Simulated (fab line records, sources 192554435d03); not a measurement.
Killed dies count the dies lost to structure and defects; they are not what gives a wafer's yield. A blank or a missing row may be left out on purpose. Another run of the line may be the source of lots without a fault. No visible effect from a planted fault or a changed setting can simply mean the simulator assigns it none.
fab line records | flow n5Finfet | part 2 of 2: steps 22 to 31 of 31
record lots=5 | wafers=15 | lastDay=16
route steps=1938 shown BEOL_M12@1631 BEOL_M13@1659
lots that met no fault: from a run of the same line without faults
startH: hours from the record's opening day to when the first of the lot's shown wafers began | waitH: how many hours have passed since the lot's step before this one | " repeats the value in the row above | L1.1+2: a single row standing in for several wafers | - no value present, or no start provided | * or withheld: withheld | < > ~ a bound
route shown NAME@n: NAME is a module with steps in the file, n the number in the route of the first one | usual: the fault-free wafers' mean and standard deviation | same: alike in all rows | chamber/n: place in a boat | sites: each site's reading | _std_site: standard deviation of those values | _edge_site: the outer-site mean with the inner-site mean subtracted | radiusMm: for every site, how far away it sits from the centre of the wafer | mask NAME#n: copy n | behind: the tool/chamber that last shaped the wafer | hold: cause of the lot's hold/its duration in hours/its outcome | device: whichever transistor did not switch (one of n, p or np) | end of line: tests run on the same wafers once the route is complete | a step without rows: its recipe alone | killed: dies that structure and defects cost at the first sort, which is not the same as the wafer's yield | map: a wafer's dies, marking killed ones x, the rest . and places with no die _
set.NAME: the setting as run; set.NAME@STEP: as run at that earlier step | model.NAME: the simulator's own value behind a step, which no gauge read
lots seen at some steps along the route; tables by step, rows by wafer
services: a tool's chamber out of use, with start hour (startH, from the record's first day; less than 0 if before it), hours out, and reason
## steps
# step N5_BEOL_M12_ANNEAL_48
# recipe tempC=225 | timeS=90 | ambient=N2
# usual wafer_temp_C_max=225.64/0.23
lot.wafer | tool         | chamber | startH | waitH | wafer_temp_C_max
L079.1    | rtpAnneal-01 | 0       | 269.68 | 0.8   | 225.35
L079.4    | "            | 0       | "      | "     | 225.29
L079.6    | "            | 0       | "      | "     | 225.61
L081.2    | rtpAnneal-01 | 0       | 278.75 | 0.1   | 225.61
L081.4    | "            | 0       | "      | "     | 225.44
L081.5    | "            | 0       | "      | "     | 225.93
L089.2    | rtpAnneal-02 | 0       | 330.82 | 1.4   | 225.90
L089.4    | "            | 0       | "      | "     | 225.83
L089.5    | "            | 0       | "      | "     | 225.54
L091.1    | rtpAnneal-02 | 0       | 334.65 | 0.2   | 225.67
L091.2    | "            | 0       | "      | "     | 225.75
L091.3    | "            | 0       | "      | "     | 225.92
L092.3    | rtpAnneal-01 | 0       | 343.95 | 0.4   | 225.81
L092.5    | "            | 0       | "      | "     | 225.61
L092.6    | "            | 0       | "      | "     | 225.79
# step N5_BEOL_M12_CMP_49
# recipe stopOn=SiOC | tOverpolishS=20.6 | downForcePsi=1 | platenRpm=50 | clearingPlatenDownForcePsi=1.5 | clearingPlatenRpm=50 | postCmpClean=cuAlkaline | targetThkNm=320 | clearingPlatenPadVelocityMS=0.99484 | padVelocityMS=0.99484
# usual barrierFieldEndpointS=30.7/0.7 | headPressurePsi=1.0001/0.0022 | motorCurrentA=6.0/0.63 | overpolishRunS=20.599/0.0091 | padLifeWafers=793/580
lot.wafer | tool   | chamber | startH | waitH | barrierFieldEndpointS | headPressurePsi | motorCurrentA | overpolishRunS | padLifeWafers
L079.1    | cmp-03 | 1       | 269.98 | 0.3   | 31.4                  | 0.9983          | 6.7           | 20.603         | 78
L079.4    | "      | 3       | "      | "     | 30.8                  | 0.9995          | 6.2           | 20.605         | 80
L079.6    | "      | 2       | "      | "     | 31.1                  | 0.9961          | 4.9           | 20.586         | -
L081.2    | cmp-03 | 2       | 279.04 | 0.2   | 30.5                  | 1.0008          | 5.3           | 20.590         | 181
L081.4    | "      | 0       | "      | "     | 30.1                  | 0.9987          | 6.7           | 20.612         | 183
L081.5    | "      | 1       | "      | "     | 31.5                  | 1.0018          | 6.7           | 20.613         | -
L089.2    | cmp-02 | 1       | 331.22 | 0.4   | 31.6                  | 1.0000          | 4.4           | 20.599         | 1273
L089.4    | "      | 2       | "      | "     | 31.0                  | 0.9966          | 5.2           | 20.601         | 1274
L089.5    | "      | 0       | "      | "     | 30.9                  | 1.0012          | 6.2           | 20.597         | -
L091.3    | cmp-03 | 3       | 334.96 | 0.2   | 29.9                  | 0.9995          | 6.4           | 20.593         | 660
L091.1    | "      | 0       | "      | "     | 29.8                  | 0.9962          | 6.5           | 20.587         | 661
L091.2    | "      | 2       | "      | "     | 30.4                  | 1.0004          | 5.1           | 20.610         | 663
L092.3    | cmp-02 | 2       | 344.27 | 0.3   | 31.3                  | 1.0000          | 5.4           | 20.592         | 1413
L092.5    | "      | 3       | "      | "     | 30.7                  | 1.0040          | 6.4           | 20.598         | -
L092.6    | "      | 0       | "      | "     | 31.6                  | 0.9984          | 5.9           | 20.602         | -
# step N5_BEOL_M12_THK_MEAS_50
# recipe thkMeasGauge=xrf | reads=Cu_of_BEOL_M12_ECD_47
# usual M12_THK=319/7.5
lot.wafer | tool         | chamber | startH | waitH | M12_THK[nm]
L079.1    | filmMetro-02 | -       | 270.27 | -     | 310
L079.4    | "            | -       | "      | "     | 308
L079.6    | "            | -       | "      | "     | 309
L081.2    | filmMetro-01 | -       | 279.30 | -     | 307
L081.4    | "            | -       | "      | "     | 311
L081.5    | "            | -       | "      | "     | 308
L089.2    | filmMetro-01 | -       | 331.47 | -     | 328
L089.4    | "            | -       | "      | "     | 315
L089.5    | "            | -       | "      | "     | 316
L091.1    | filmMetro-02 | -       | 335.25 | -     | 328
L091.2    | "            | -       | "      | "     | 333
L091.3    | "            | -       | "      | "     | 320
L092.3    | filmMetro-02 | -       | 344.45 | -     | 326
L092.5    | "            | -       | "      | "     | 324
L092.6    | "            | -       | "      | "     | 323
# step N5_BEOL_M12_PRE_CLEAN_52
# recipe gas=NH3 | timeS=15 | tempC=withheld | rfPowerW=300
lot.wafer  | tool     | chamber | startH | waitH
L079.1+4+6 | pecvd-02 | 0,2,1   | 270.33 | 0.1
L081.2+4+5 | pecvd-03 | 1,0,1   | 279.33 | 0.0
L089.2+4+5 | pecvd-01 | 0,0,1   | 331.51 | 0.0
L091.1+2+3 | pecvd-03 | 0,2,1   | 335.29 | 0.0
L092.3+5+6 | pecvd-03 | 2,2,0   | 344.51 | 0.1
# step N5_BEOL_M12_DEP_53
# recipe material=SiCN | targetThkA=300 | tempC=withheld | precursor=3MS/NH3 | pressureTorr=3 | rfW=675 | timeS=10.5
# usual showerheadPlenumPTorr=4.158/0.022 | throttleValvePct=17.9/0.84
lot.wafer | tool     | chamber | startH | waitH | showerheadPlenumPTorr | throttleValvePct
L079.1    | pecvd-02 | 0       | 270.36 | 0.0   | 4.165                 | 19.0
L079.4    | "        | 2       | "      | "     | 4.164                 | 18.1
L079.6    | "        | 1       | "      | "     | 4.169                 | 19.3
L081.2    | pecvd-03 | 1       | 279.36 | 0.0   | 4.139                 | 17.0
L081.4    | "        | 0       | "      | "     | 4.181                 | 18.8
L081.5    | "        | 1       | "      | "     | 4.142                 | 17.1
L089.2    | pecvd-01 | 0       | 331.54 | 0.0   | 4.185                 | 18.6
L089.4    | "        | 0       | "      | "     | 4.188                 | 18.6
L089.5    | "        | 1       | "      | "     | 4.108                 | 16.6
L091.1    | pecvd-03 | 0       | 335.32 | 0.0   | 4.192                 | 19.0
L091.2    | "        | 2       | "      | "     | 4.158                 | 17.9
L091.3    | "        | 1       | "      | "     | 4.144                 | 17.3
L092.3    | pecvd-03 | 2       | 344.54 | 0.0   | 4.159                 | 17.7
L092.5    | "        | 2       | "      | "     | 4.158                 | 18.0
L092.6    | "        | 0       | "      | "     | 4.174                 | 19.0
# step N5_BEOL_M12_RS_MEAS_54
# recipe thkMeasGauge=four-point-probe | reads=Cu_of_BEOL_M12_ECD_47+Ta_of_BEOL_M12_SPUTTER_44+TaN_of_BEOL_M12_SPUTTER_43
# usual M12_RS=0.0601/0.0014
lot.wafer | tool         | chamber | startH | waitH | M12_RS[ohm/sq]
L079.1    | filmMetro-02 | -       | 270.42 | 0.0   | 0.0612
L079.4    | "            | -       | "      | "     | 0.0617
L079.6    | "            | -       | "      | "     | 0.0612
L081.2    | filmMetro-02 | -       | 279.42 | 0.0   | 0.0623
L081.4    | "            | -       | "      | "     | 0.0618
L081.5    | "            | -       | "      | "     | 0.0623
L089.2    | filmMetro-01 | -       | 331.60 | 0.0   | 0.0585
L089.4    | "            | -       | "      | "     | 0.0608
L089.5    | "            | -       | "      | "     | 0.0608
L091.1    | filmMetro-02 | -       | 335.38 | 0.0   | 0.0588
L091.2    | "            | -       | "      | "     | 0.0580
L091.3    | "            | -       | "      | "     | 0.0604
L092.3    | filmMetro-02 | -       | 344.60 | 0.0   | 0.0590
L092.5    | "            | -       | "      | "     | 0.0592
L092.6    | "            | -       | "      | "     | 0.0593
# step N5_BEOL_M12_INSPECT_55
# recipe inspectInstrument=darkfield | mode=postDep
# usual rawDefectCount=72/20
lot.wafer | tool             | chamber | startH | waitH | rawDefectCount
L079.1    | defectInspect-02 | -       | 270.44 | 0.0   | 63
L079.4    | "                | -       | "      | "     | 99
L079.6    | "                | -       | "      | "     | 78
L081.2    | defectInspect-02 | -       | 279.45 | 0.0   | 89
L081.4    | "                | -       | "      | "     | 82
L081.5    | "                | -       | "      | "     | 67
L089.2    | defectInspect-01 | -       | 331.63 | 0.0   | 41
L089.4    | "                | -       | "      | "     | 53
L089.5    | "                | -       | "      | "     | 74
L091.1    | defectInspect-02 | -       | 335.40 | 0.0   | 82
L091.2    | "                | -       | "      | "     | 65
L091.3    | "                | -       | "      | "     | 74
L092.3    | defectInspect-01 | -       | 344.63 | 0.0   | 84
L092.5    | "                | -       | "      | "     | 63
L092.6    | "                | -       | "      | "     | 90
# step N5_BEOL_M13_ILD_DEP_00
# recipe material=SiOC | targetThkA=8379.2 | tempC=350 | precursor=DEMS/O2 | pressureTorr=5 | rfW=500 | timeS=166.4
# usual heaterPowerW=483/58 | showerheadPlenumPTorr=5.695/0.011 | throttleValvePct=12.2/0.58
lot.wafer | tool     | chamber | startH | waitH | heaterPowerW | showerheadPlenumPTorr | throttleValvePct
L079.1    | pecvd-03 | 2       | 270.48 | 0.0   | 549          | 5.717                 | 11.3
L079.4    | "        | 0       | "      | "     | 554          | 5.715                 | 12.2
L079.6    | "        | 1       | "      | "     | 433          | 5.690                 | 11.3
L081.2    | pecvd-02 | 1       | 279.48 | 0.0   | 429          | 5.703                 | 13.0
L081.4    | "        | 2       | "      | "     | 403          | 5.702                 | 12.1
L081.5    | "        | 0       | "      | "     | 478          | 5.679                 | 12.4
L089.2    | pecvd-02 | 1       | 331.66 | 0.0   | 442          | 5.688                 | 12.7
L089.4    | "        | 2       | "      | "     | 406          | 5.689                 | 11.9
L089.5    | "        | 1       | "      | "     | 462          | 5.697                 | 12.7
L091.1    | pecvd-04 | 1       | 335.44 | 0.0   | 475          | 5.683                 | 13.0
L091.2    | "        | 2       | "      | "     | 509          | 5.697                 | 11.7
L091.3    | "        | 1       | "      | "     | 379          | 5.712                 | 13.0
L092.3    | pecvd-03 | 1       | 344.66 | 0.0   | 484          | 5.674                 | 11.4
L092.5    | "        | 1       | "      | "     | 533          | 5.675                 | 11.6
L092.6    | "        | 0       | "      | "     | 566          | 5.712                 | 12.4
# step N5_BEOL_M13_THK_MEAS_01
# recipe reads=SiOC_of_BEOL_M13_ILD_DEP_00
# usual M13_ILD_THK=834/11
lot.wafer | tool         | chamber | startH | waitH | M13_ILD_THK[nm]
L079.1    | filmMetro-02 | -       | 270.63 | 0.1   | 836
L079.4    | "            | -       | "      | "     | 853
L079.6    | "            | -       | "      | "     | 857
L081.2    | filmMetro-02 | -       | 279.64 | 0.1   | 848
L081.4    | "            | -       | "      | "     | 840
L081.5    | "            | -       | "      | "     | 834
L089.2    | filmMetro-02 | -       | 331.81 | 0.1   | 848
L089.4    | "            | -       | "      | "     | 846
L089.5    | "            | -       | "      | "     | 859
L091.1    | filmMetro-01 | -       | 335.65 | 0.2   | 812
L091.2    | "            | -       | "      | "     | 823
L091.3    | "            | -       | "      | "     | 825
L092.3    | filmMetro-02 | -       | 344.81 | 0.1   | 832
L092.5    | "            | -       | "      | "     | 834
L092.6    | "            | -       | "      | "     | 840
# step N5_BEOL_M13_COAT_58
# recipe resist=BARC | tempC=205 | timeS=60 | spinRpm=1500 | resistThkNm=89
lot.wafer  | tool          | chamber | startH | waitH
L079.1+4+6 | lithoTrack-01 | 0       | 270.66 | 0.0
L081.2+4+5 | lithoTrack-01 | 0       | 279.67 | 0.0
L089.2+4+5 | lithoTrack-04 | 0       | 331.85 | 0.0
L091.1+2+3 | lithoTrack-04 | 0       | 335.68 | 0.0
L092.3+5+6 | lithoTrack-01 | 0       | 344.84 | 0.0
## services
tool           | chamber | startH | hours | kind
pecvd-02       | -       | 243.66 | 2.5   | repair
rieDiel-04     | 3       | 246.40 | -     | clean
pecvd-02       | -       | 250.95 | 1.2   | repair
cmp-03         | -       | 255.25 | 4.0   | pm
pecvd-04       | 1       | 262.03 | 9.9   | repair
ecdCu-02       | -       | 268.13 | 4.7   | repair
rieDiel-05     | 1       | 269.99 | 15.2  | repair
plasmaAsher-01 | -       | 271.66 | 2.8   | pm
pecvd-02       | 1       | 281.80 | 12.0  | repair
plasmaAsher-01 | -       | 286.61 | 1.1   | repair
rieDiel-03     | 3       | 293.99 | 9.0   | repair
rieDiel-04     | 3       | 294.36 | 5.3   | repair
rieDiel-05     | -       | 294.65 | 0.6   | repair
pecvd-03       | -       | 295.25 | 1.3   | repair
rieDiel-05     | 2       | 295.50 | 9.8   | repair
cmp-03         | -       | 298.47 | 1.4   | repair
cmp-03         | -       | 303.81 | 0.5   | repair
pecvd-02       | -       | 304.43 | 2.8   | pm
pecvd-04       | -       | 306.98 | 1.1   | repair
cmp-02         | -       | 313.67 | 1.0   | repair
ecdCu-02       | -       | 317.09 | 0.5   | repair
rieDiel-03     | 2       | 317.61 | 2.5   | repair
rieDiel-05     | 0       | 326.20 | 1.9   | repair
rieDiel-05     | 3       | 332.91 | 4.5   | repair
